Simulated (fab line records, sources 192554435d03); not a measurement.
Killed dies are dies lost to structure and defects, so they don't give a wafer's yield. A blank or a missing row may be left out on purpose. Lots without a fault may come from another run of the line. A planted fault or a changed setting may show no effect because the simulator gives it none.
Chamber matching | flow n5_finfet | N5_BEOL_M4_STRIP_36 on rie_diel-01: 4 sister chambers
The step strips in N2/H2. 4 wafers are shown with their chamber, then 10 later ones without.

WAFERS WITH THEIR CHAMBER
wafer  | chamber | throttle_valve_pct (%)
L084.5 | 1       | 24.38
L086.4 | 0       | 23.79
L087.3 | 2       | 23.89
L087.5 | 3       | 23.77

WAFERS WITHOUT THEIR CHAMBER
wafer  | throttle_valve_pct (%)
L087.6 | 23.88
L091.2 | 23.78
L091.3 | 24.41
L091.6 | 24.45
L092.3 | 24.41
L092.5 | 23.97
L092.6 | 23.76
L095.2 | 23.81
L095.4 | 23.79
L095.6 | 24.46

WHICH CHAMBER EACH WENT THROUGH
wafer  | from the rows above          | in truth
L087.6 | can't be placed: 2 or 0      | 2
L091.2 | can't be placed: 0 or 3      | 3
L091.3 | 1                            | 1
L091.6 | 1                            | 1
L092.3 | 1                            | 1
L092.5 | 2                            | 2
L092.6 | can't be placed: 3 or 0      | 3
L095.2 | can't be placed: 0 or 3 or 2 | 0
L095.4 | can't be placed: 0 or 3      | 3
L095.6 | 1                            | 1
Placed correctly: 5 of 10. Can't be placed from these rows: 5 (the true chamber is among the candidates in 5). Placed wrongly: 0.
How it was worked out, from the rows above alone: a wafer's distance from a chamber is the root of the sum, over the readings, of the square of ((its reading less the chamber's mean) divided by the reading's scatter). The wafer belongs to the nearest chamber; if the next one is less than 2 further off, it can't be placed. A chamber's mean is the mean of its shown wafers. The scatter: with one shown wafer a chamber, the root of the mean of the squares of how far each hidden wafer lies from its nearest shown one.
